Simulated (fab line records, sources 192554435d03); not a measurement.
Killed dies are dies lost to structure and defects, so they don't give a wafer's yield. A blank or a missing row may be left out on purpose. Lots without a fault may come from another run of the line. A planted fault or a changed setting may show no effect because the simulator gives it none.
Chamber matching | flow n5_finfet | N5_FIN_SAQP_PECVD_48 on pecvd-04: 3 sister chambers
The step deposits SiNx from SiH4/NH3/N2, target thk 25 nm, time 22.1 s. 3 wafers are shown with their chamber, then 12 later ones without.

WAFERS WITH THEIR CHAMBER
wafer  | chamber | throttle_valve_pct (%)
L084.3 | 1       | 36.7
L085.2 | 0       | 45.6
L085.5 | 2       | 36.7

WAFERS WITHOUT THEIR CHAMBER
wafer  | throttle_valve_pct (%)
L087.1 | 36.8
L087.4 | 45.6
L087.5 | 36.7
L091.1 | 37.0
L091.5 | 37.0
L091.6 | 45.7
L092.1 | 37.0
L092.3 | 36.7
L092.4 | 45.9
L097.1 | 37.1
L097.5 | 37.1
L097.6 | 46.0

WHICH CHAMBER EACH WENT THROUGH
wafer  | from the rows above     | in truth
L087.1 | can't be placed: 1 or 2 | 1
L087.4 | 0                       | 0
L087.5 | can't be placed: 1 or 2 | 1
L091.1 | can't be placed: 1 or 2 | 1
L091.5 | can't be placed: 1 or 2 | 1
L091.6 | 0                       | 0
L092.1 | can't be placed: 1 or 2 | 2
L092.3 | can't be placed: 1 or 2 | 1
L092.4 | 0                       | 0
L097.1 | can't be placed: 1 or 2 | 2
L097.5 | can't be placed: 1 or 2 | 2
L097.6 | 0                       | 0
Placed correctly: 4 of 12. Can't be placed from these rows: 8 (the true chamber is among the candidates in 8). Placed wrongly: 0.
How it was worked out, from the rows above alone: a wafer's distance from a chamber is the root of the sum, over the readings, of the square of ((its reading less the chamber's mean) divided by the reading's scatter). The wafer belongs to the nearest chamber; if the next one is less than 2 further off, it can't be placed. A chamber's mean is the mean of its shown wafers. The scatter: with one shown wafer a chamber, the root of the mean of the squares of how far each hidden wafer lies from its nearest shown one.
